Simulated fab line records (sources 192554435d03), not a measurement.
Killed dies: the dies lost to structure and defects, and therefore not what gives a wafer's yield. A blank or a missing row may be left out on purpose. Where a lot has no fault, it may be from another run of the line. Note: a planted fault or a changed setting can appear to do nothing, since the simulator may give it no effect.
fab line records | flow n5Finfet
[record] lots = 4 | wafers = 12 | lastDay = 16
route steps=1938 shown HKMG_FIN@411 BEOL_M4@1111
lots untouched by any fault: they come from a run of this same line in which no faults occurred
startH: the number of hours between the record's first day and the start of the first shown wafer of the lot | waitH: hours elapsed since this lot's preceding step | " repeats the value in the row above | L1.1+2: one row covering several wafers at once | - no value, or no start given | * or withheld: withheld | < > ~ a bound
route shown NAME@n: a module of which the file shows steps, and the number in the route of the first | usual: average and standard deviation across the fault-free wafers | same: alike in all rows | chamber/n: place in a boat | sites: per-site readings | _std_site: their standard deviation | _edge_site: the outer-site mean with the inner-site mean subtracted | radiusMm: for every site, how far away it sits from the centre of the wafer | mask NAME#n: copy n | behind: tool/chamber where the wafer was last shaped | hold: what put the lot on hold/how long, in hours/how the hold closed | device: names the non-switching transistor (n, p or np) | end of line: tests run on the same wafers once the route is complete | for a step that has no rows: nothing shown but its recipe | killed: at the first sort, the dies lost to defects and structure; wafer yield is something else | map: the dies of a wafer, with x for killed, . for not killed, _ for no die there
set.NAME: the setting as run; set.NAME@STEP: as run at that earlier step | model.NAME: the simulator's own value behind a step, which no gauge read
lots seen at some steps along the route; tables by step, rows by wafer
services: when a tool's chamber went out of use (startH, in hours from the record's first day, below 0 if earlier), for how many hours, and the reason
[[steps]]
[step N5_HKMG_FIN_WET_ETCH_78]
[recipe] chemistry = dNH4OH | mix = 1:50 | tempC = 25 | target = Al2O3 | stopOn = La2O3 | targetDepthNm = 4.5 | dry = ipaMarangoni | rinseTimeS = 30 | rinseTempC = 23
[step N5_HKMG_FIN_ALD_79]
[recipe] material = TiN | targetThkA = 15 | tempC = 400 | aldPrecursorFamily = TiCl4 | aldCoReactant = NH3 | pulseTimeS = 1 | purgeTimeS = 3 | coReactantPurgeTimeS = 2 | coReactantPulseTimeS = 2 | aldCycles = 68 | pressureTorr = 3
[step N5_HKMG_FIN_CVD_62]
[recipe] material = a-Si | targetThkA = 30 | tempC = 500 | precursor = Si2H6 | pressureTorr = 1 | timeS = 20.8
[step N5_HKMG_FIN_RTA_80]
[recipe] tempC = withheld | timeS = 2 | ambient = N2 | idleTempC = 600 | rampUpCPerS = 150 | rampDownCPerS = 60 | coolToC = 600
[step N5_HKMG_FIN_PRECLEAN_64]
[recipe] chemistry = dHF | timeS = 30 | tempC = 25 | dilution = withheld
[step N5_HKMG_FIN_WET_ETCH_65]
[recipe] chemistry = TMAH | tempC = 70 | concWtPct = 5 | target = a-Si | stopOn = TiN | timeS = 49 | targetDepthNm = 3
[step N5_HKMG_FIN_WET_ETCH_81]
[recipe] chemistry = SC1 | target = TiN | stopOn = HfO2 | mix = 1:1:5 | tempC = 60 | timeS = 57 | targetDepthNm = 6
[step N5_HKMG_FIN_WET_ETCH_82]
[recipe] chemistry = dHCl | mix = 1:10000 | tempC = 25 | target = La2O3 | stopOn = HfO2 | targetDepthNm = 2 | dry = ipaMarangoni | rinseTimeS = 30 | rinseTempC = 23
[step N5_HKMG_FIN_ALD_36]
[recipe] material = TiN | targetThkA = 10 | tempC = 400 | aldPrecursorFamily = TiCl4 | aldCoReactant = NH3 | pulseTimeS = 1 | purgeTimeS = 3 | coReactantPurgeTimeS = 2 | coReactantPulseTimeS = 2 | aldCycles = 47 | pressureTorr = 3
[step N5_HKMG_FIN_PWFM_ALD_03]
[recipe] material = TiN | targetThkA = 20 | tempC = 400 | aldPrecursorFamily = TiCl4 | aldCoReactant = NH3 | pulseTimeS = 1 | purgeTimeS = 3 | coReactantPurgeTimeS = 2 | coReactantPulseTimeS = 2 | aldCycles = 91 | pressureTorr = 3
[step N5_HKMG_FIN_COAT_29]
[recipe] resist = SOC | tempC = 250 | timeS = 60 | spinRpm = 1500 | resistThkNm = 300
[step N5_HKMG_FIN_COAT_30]
[recipe] resist = SiARC | tempC = 220 | timeS = 60 | spinRpm = 1500 | resistThkNm = 35
[usual] chillPlateTempC = 22.99/0.11 | spinSpeedRpm = 1500.0/1.1
lot.wafer | tool          | chamber | startH | waitH | chillPlateTempC | spinSpeedRpm | model.SiARC_of_HKMG_FIN_COAT_30.thkNm
L235.2    | lithoTrack-04 | 0       | 83.98  | -     | 22.99           | 1502.2       | 35
L235.4    | "             | 0       | "      | "     | 23.18           | 1502.5       | 35
L235.5    | "             | 0       | "      | "     | 23.05           | 1500.1       | 34.8
L246.4    | lithoTrack-04 | 0       | 150.44 | -     | 22.98           | 1499.0       | 35
L246.5    | "             | 0       | "      | "     | 22.88           | 1500.7       | 35.2
L246.6    | "             | 0       | "      | "     | 23.00           | 1498.8       | 35
L250.1    | lithoTrack-04 | 0       | 171.49 | -     | 23.20           | 1464.9       | 35.6
L250.2    | "             | 0       | "      | "     | 23.15           | 1463.3       | 35.6
L250.6    | "             | 0       | "      | "     | 23.16           | 1463.2       | 35.6
L251.1    | lithoTrack-04 | 0       | 178.25 | -     | 23.11           | 1463.2       | 35.4
L251.3    | "             | 0       | "      | "     | 23.06           | 1466.2       | 35.4
L251.5    | "             | 0       | "      | "     | 23.04           | 1463.7       | 35.6
[step N5_HKMG_FIN_COAT_06]
[recipe] resist = CAR-ArF | spinRpm = 1500 | resistThkNm = 90
[step N5_HKMG_FIN_EBR_08]
[recipe] solvent = PGMEA | ebrWidthMm = 1.5
[step N5_HKMG_FIN_SOFTBAKE_07]
[recipe] tempC = 110 | timeS = 60 | resist = CAR-ArF
[step N5_HKMG_FIN_EXPOSE_09]
[recipe] maskId = NWFM | na = 1.35 | sourceShape = conventional | sigmaOuter = 0.8 | polarization = unpolarized | doseMj = 39.25
[step N5_HKMG_FIN_PEB_10]
[recipe] pebTempC = withheld | pebTimeS = 60 | resist = CAR-ArF
[step N5_HKMG_FIN_DEVELOP_11]
[recipe] developTimeS = 30 | developer = TMAH | resist = CAR-ArF | devTempC = 23 | rinseLiquid = diw | dry = airSpin
[step N5_HKMG_FIN_DESCUM_17]
[recipe] chemistry = O2 | timeS = 7.9 | sourcePowerW = 50 | biasPowerW = 20 | pressureMtorr = 20 | rfFrequencyHz = 2.712e+07 | tempC = 40 | resist = CAR-ArF | o2FlowSccm = 225
[step N5_HKMG_FIN_ETCH_31]
[recipe] chemistry = CF4 | target = SiARC | targetDepthA = 455 | maskMaterial = CAR-ArF | timeS = 75.8 | ionEnergyEv = 80 | pressureMtorr = 40 | sourceW = 545 | biasW = 36 | Ar_flow_sccm = 100 | cf4FlowSccm = 100 | ends = cleared
[usual] drypumpMotorCurrentA = 5.8/0.49 | etchRfOnTimeS = 76.0/1.3 | oesProductAu = 0.66/0.075 | rfFwdPowerW = 539.3/2.4 | rfVppV = 184.4/1.2 | showerheadPlenumPTorr = 2.16/0.073 | throttleValvePct = 15.60/0.24
lot.wafer | tool       | chamber | startH | waitH | drypumpMotorCurrentA | etchRfOnTimeS | oesProductAu | rfFwdPowerW | rfHoursCounterH | rfVppV | showerheadPlenumPTorr | throttleValvePct | model.etch.depthNm
L235.2    | rieDiel-05 | 2       | 84.49  | 0.0   | 5.5                  | 78.2          | 0.57         | 537.5       | 237             | 183.1  | 2.03                  | 15.87            | 34.99
L235.4    | "          | 3       | "      | "     | 4.9                  | 77.7          | 0.62         | 539.5       | 160             | 184.6  | 2.23                  | 15.66            | 35.05
L235.5    | "          | 2       | "      | "     | 5.5                  | 78.5          | 0.57         | 538.4       | -               | 182.3  | 2.03                  | 15.87            | 34.9
L246.4    | rieDiel-05 | 0       | 151.18 | 0.0   | 5.9                  | 74.4          | 0.81         | 533.8       | -               | 184.5  | 2.10                  | 15.18            | 35.02
L246.5    | "          | 1       | "      | "     | 5.2                  | 76.8          | 0.71         | 540.0       | -               | 184.6  | 2.17                  | 15.81            | 35.25
L246.6    | "          | 3       | "      | "     | 4.8                  | 77.2          | 0.61         | 538.7       | -               | 185.8  | 2.22                  | 15.70            | 35.05
L250.1    | rieDiel-02 | 1       | 171.98 | 0.0   | 6.6                  | 76.1          | 0.71         | 541.8       | 78              | 184.5  | 2.25                  | 15.33            | 35.51
L250.2    | "          | 0       | "      | "     | 6.4                  | 76.1          | 0.64         | 541.0       | 171             | 183.1  | 2.13                  | 15.41            | 35.54
L250.6    | "          | 0       | "      | "     | 6.3                  | 75.3          | 0.65         | 540.7       | -               | 185.2  | 2.13                  | 15.42            | 35.51
L251.1    | rieDiel-02 | 3       | 178.61 | 0.0   | 5.7                  | 78.6          | 0.57         | 540.8       | 234             | 184.8  | 2.11                  | 15.71            | 35.5
L251.3    | "          | 1       | "      | "     | 6.6                  | 75.6          | 0.70         | 537.5       | 81              | 186.6  | 2.25                  | 15.34            | 35.47
L251.5    | "          | 0       | "      | "     | 6.4                  | 75.3          | 0.65         | 538.3       | -               | 183.3  | 2.13                  | 15.41            | 35.51
[step N5_HKMG_FIN_ETCH_32]
[recipe] chemistry = N2/H2 | target = SOC | targetDepthA = 2400 | tempC = 40 | timeS = 300 | ionEnergyEv = 200 | maskMaterial = SiARC | pressureMtorr = 30 | sourceW = 840 | biasW = 150 | n2FlowSccm = 200 | h2FlowSccm = 200
[step N5_BEOL_M4_RC_MEAS_101]
[usual] DIBL_N = 35.9/1.4 | DIBL_P = 35.9/1.7 | IOFF_N = 0.155/0.023 | IOFF_P = 0.201/0.029 | ION_N = 672/8.8 | ION_P = 460/7 | SS_N = 71.6/0.48 | SS_P = 73.1/0.64 | VT_N = 250.0/3 | VT_P = -251.6/3
lot.wafer | tool      | chamber | startH | waitH | DIBL_N[mV/V] | DIBL_P[mV/V] | IOFF_N[nA/um] | IOFF_P[nA/um] | ION_N[uA/um] | ION_P[uA/um] | SS_N[mV/dec] | SS_P[mV/dec] | VT_N[mV] | VT_P[mV]
L235.2    | prober-02 | 0       | 173.10 | 0.2   | 35.9         | 35.7         | 0.154         | 0.217         | 671          | 463          | 71.3         | 72.8         | 249.9    | -249.3
L235.4    | "         | 0       | "      | "     | 37.4         | 38.3         | 0.190         | 0.258         | 680          | 468          | 71.8         | 72.9         | 246.4    | -244.6
L235.5    | "         | 0       | "      | "     | 35.1         | 34.7         | 0.142         | 0.203         | 663          | 465          | 71.0         | 72.5         | 253.2    | -247.8
L246.4    | prober-02 | 0       | 245.94 | 0.5   | 36.8         | 35.7         | 0.147         | 0.197         | 664          | 453          | 71.8         | 73.1         | 249.5    | -252.6
L246.5    | "         | 0       | "      | "     | 36.0         | 34.5         | 0.139         | 0.184         | 669          | 463          | 71.3         | 72.6         | 252.9    | -253.6
L246.6    | "         | 0       | "      | "     | 38.1         | 36.3         | 0.165         | 0.204         | 677          | 457          | 71.8         | 72.6         | 250.8    | -250.2
L250.1    | prober-01 | 0       | 269.18 | 0.0   | 39.0         | 37.0         | 0.170         | 0.219         | 675          | 459          | 72.4         | 73.6         | 247.8    | -255.0
L250.2    | "         | 0       | "      | "     | 37.8         | 35.2         | 0.148         | 0.186         | 671          | 450          | 70.7         | 73.0         | 252.3    | -253.5
L250.6    | "         | 0       | "      | "     | 39.6         | 38.5         | 0.191         | 0.237         | 684          | 463          | 72.0         | 74.2         | 247.0    | -248.9
L251.1    | prober-02 | 0       | 275.34 | 0.0   | 37.0         | 37.2         | 0.169         | 0.215         | 691          | 466          | 71.7         | 73.4         | 248.9    | -250.8
L251.3    | "         | 0       | "      | "     | 36.5         | 36.3         | 0.147         | 0.201         | 675          | 464          | 71.2         | 73.2         | 250.6    | -250.9
L251.5    | "         | 0       | "      | "     | 35.7         | 34.7         | 0.131         | 0.173         | 669          | 459          | 71.8         | 72.3         | 254.2    | -253.4
[[services]]
tool       | chamber | startH | hours | kind
rieDiel-02 | -       | 77.79  | 0.1   | repair
rieDiel-02 | -       | 80.40  | 2.8   | pm
rieDiel-05 | 3       | 85.44  | 2.8   | repair
rieDiel-05 | 0       | 97.85  | -     | clean
rieDiel-05 | 0       | 97.85  | -     | consumableReplace:focusRing
rieDiel-05 | 0       | 97.85  | 20.0  | scheduledDown
rieDiel-05 | 0       | 97.85  | 20.0  | ventCycle
rieDiel-05 | 2       | 118.45 | -     | clean
rieDiel-05 | 2       | 118.45 | -     | consumableReplace:focusRing
rieDiel-05 | 2       | 118.45 | -     | consumableReplace:showerhead
rieDiel-05 | 2       | 118.45 | 17.9  | scheduledDown
rieDiel-05 | 2       | 118.45 | 17.9  | ventCycle
[[key]]
[firstSign] step = N5_HKMG_FIN_COAT_30 | reading = spinSpeedRpm | direction = down | sigmas = 34 | usual = * | struck = *
effect none on later readings
[modelEffect] step = N5_HKMG_FIN_COAT_30 | value = SiARC_of_HKMG_FIN_COAT_30.thkNm | without = 35.03 | struck = 35.53
[modelEffect] step = N5_HKMG_FIN_ETCH_31 | value = etch.depthNm | without = 35.08 | struck = 35.51
metAt N5_HKMG_FIN_COAT_30
struckWafers L250.1,L250.2,L250.6,L251.1,L251.3,L251.5
onsetBetween 150.44 171.49
[fault] kind = processParameterDrift | tool = lithoTrack-04 | chamber = - | onsetH = 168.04 | steps = N5_HKMG_FIN_COAT_30 | channel = spinRpm | offset = * | shape = step | endH = 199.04 | actsIn = * | stated = *
